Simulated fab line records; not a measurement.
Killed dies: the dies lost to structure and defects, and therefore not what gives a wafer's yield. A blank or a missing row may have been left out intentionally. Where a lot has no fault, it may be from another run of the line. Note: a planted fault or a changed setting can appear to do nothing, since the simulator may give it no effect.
Chamber matching + flow n5 finfet + rie diel-02 running N5_BEOL_M3_STRIP_36: 4 sister chambers
The step strips in N2/H2. 4 wafers are shown with their chamber, then 10 later ones without.

## WAFERS WITH THEIR CHAMBER
| wafer  | chamber | showerhead plenum p Torr (Torr) |
|--------|---------|---------------------------------|
| L082.2 | 1       | 2.48                            |
| L083.4 | 0       | 2.50                            |
| L089.1 | 2       | 2.48                            |
| L089.3 | 3       | 2.62                            |

## WAFERS WHOSE CHAMBER IS MISSING
| wafer  | showerhead plenum p Torr (Torr) |
|--------|---------------------------------|
| L089.6 | 2.48                            |
| L091.1 | 2.62                            |
| L091.2 | 2.48                            |
| L091.6 | 2.48                            |
| L095.1 | 2.62                            |
| L095.4 | 2.50                            |
| L095.5 | 2.47                            |
| L097.2 | 2.61                            |
| L097.3 | 2.47                            |
| L097.6 | 2.47                            |

## WHICH CHAMBER EACH WENT THROUGH
| wafer  | from the rows above     | in truth |
|--------|-------------------------|----------|
| L089.6 | can't be placed: 1 or 2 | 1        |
| L091.1 | 3                       | 3        |
| L091.2 | can't be placed: 1 or 2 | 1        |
| L091.6 | can't be placed: 1 or 2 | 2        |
| L095.1 | 3                       | 3        |
| L095.4 | 0                       | 0        |
| L095.5 | can't be placed: 1 or 2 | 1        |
| L097.2 | 3                       | 3        |
| L097.3 | can't be placed: 1 or 2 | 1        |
| L097.6 | can't be placed: 1 or 2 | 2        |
Placed correctly: 4 of 10. Can't be placed from these rows: 6 (the true chamber is among the candidates in 6). Placed wrongly: 0.
How it was worked out, from the rows above alone: a wafer's distance from a chamber is the root of the sum, over the readings, of the square of ((its reading less the chamber's mean) divided by the reading's scatter). The wafer belongs to the nearest chamber; if the next one is less than 2 further off, it can't be placed. A chamber's mean is the mean of its shown wafers. The scatter: with one shown wafer a chamber, the root of the mean of the squares of how far each hidden wafer lies from its nearest shown one.
